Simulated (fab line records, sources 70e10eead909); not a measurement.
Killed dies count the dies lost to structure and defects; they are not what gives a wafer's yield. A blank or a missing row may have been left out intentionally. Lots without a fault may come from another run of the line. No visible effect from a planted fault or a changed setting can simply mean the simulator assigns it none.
What tool caused it? || flow nandHarc || at 1 step of a route of 1159, 14 lots with 42 wafers sampled

WHAT THE GAUGES READ, wafer by wafer
NHARC_A_SLIT_CD_MEAS_21.
{"lot": "L829", "measured": "day 14 05:02", "on": "cdSem-02", "cdNm (nm)": "290.6 290.9 290.2"}
{"lot": "L828", "measured": "day 14 06:42", "on": "cdSem-01", "cdNm (nm)": "290.6 291.3 290.9"}
{"lot": "L830", "measured": "day 15 00:02", "on": "cdSem-02", "cdNm (nm)": "290.1 288.6 287.8"}
{"lot": "L834", "measured": "day 15 13:15", "on": "cdSem-02", "cdNm (nm)": "289.9 289.8 291.4"}
{"lot": "L835", "measured": "day 15 14:50", "on": "cdSem-03", "cdNm (nm)": "289.0 289.5 289.9"}
{"lot": "L833", "measured": "day 15 15:12", "on": "cdSem-02", "cdNm (nm)": "289.7 290.3 289.4"}
{"lot": "L832", "measured": "day 15 16:31", "on": "cdSem-03", "cdNm (nm)": "290.7 289.0 289.6"}
{"lot": "L836", "measured": "day 16 22:20", "on": "cdSem-02", "cdNm (nm)": "287.6 289.1 287.8"}
{"lot": "L842", "measured": "day 17 19:22", "on": "cdSem-03", "cdNm (nm)": "288.6 288.1 289.4"}
{"lot": "L841", "measured": "day 17 19:31", "on": "cdSem-03", "cdNm (nm)": "290.6 289.8 291.0"}
{"lot": "L844", "measured": "day 18 12:07", "on": "cdSem-03", "cdNm (nm)": "290.7 291.8 289.8"}
{"lot": "L850", "measured": "day 20 04:25", "on": "cdSem-03", "cdNm (nm)": "291.0 290.4 290.1"}
{"lot": "L849", "measured": "day 20 05:49", "on": "cdSem-02", "cdNm (nm)": "289.8 289.7 290.4"}
{"lot": "L851", "measured": "day 20 16:20", "on": "cdSem-02", "cdNm (nm)": "288.9 288.5 289.5"}

EACH LOT AND THE TOOL THAT RAN IT (in order: tool; ch and the chambers of the sampled wafers; start)
There is no process step in the record ahead of these readings.

AS READ BY THE TOOLS THEMSELVES (means over the sampled wafers that have a number; for cases with no such wafer, the mark the record gives instead)
The record holds no such reading with a usual standard deviation.

THE ANSWER, worked out from the rows above alone
Rule: the usual values come from the lots themselves. Put in order of their means at a reading, lots are off if they are a third of the lots or fewer, leave a main group of 4 or more, and stand apart from it by a gap of 3 or more times the standard deviation of the main group's means; of several such gaps the widest counts. If all means in a main group match to the digits the tables above print for the reading, that group is not used. Also off: a lot with no number at a reading for which 4 or more lots have one. Any other lot the step has rows for is counted as sound. Order of review: gauges by route order, followed by the tools' own readings, for which a lot's mean as printed above is used. At the first step where some lot is off, the reading lying furthest off is the one used; lots without a number count as furthest.
No lot is off on any of the readings shown, so nothing can be concluded from this.

WHAT THE SIMULATOR HAD PUT IN
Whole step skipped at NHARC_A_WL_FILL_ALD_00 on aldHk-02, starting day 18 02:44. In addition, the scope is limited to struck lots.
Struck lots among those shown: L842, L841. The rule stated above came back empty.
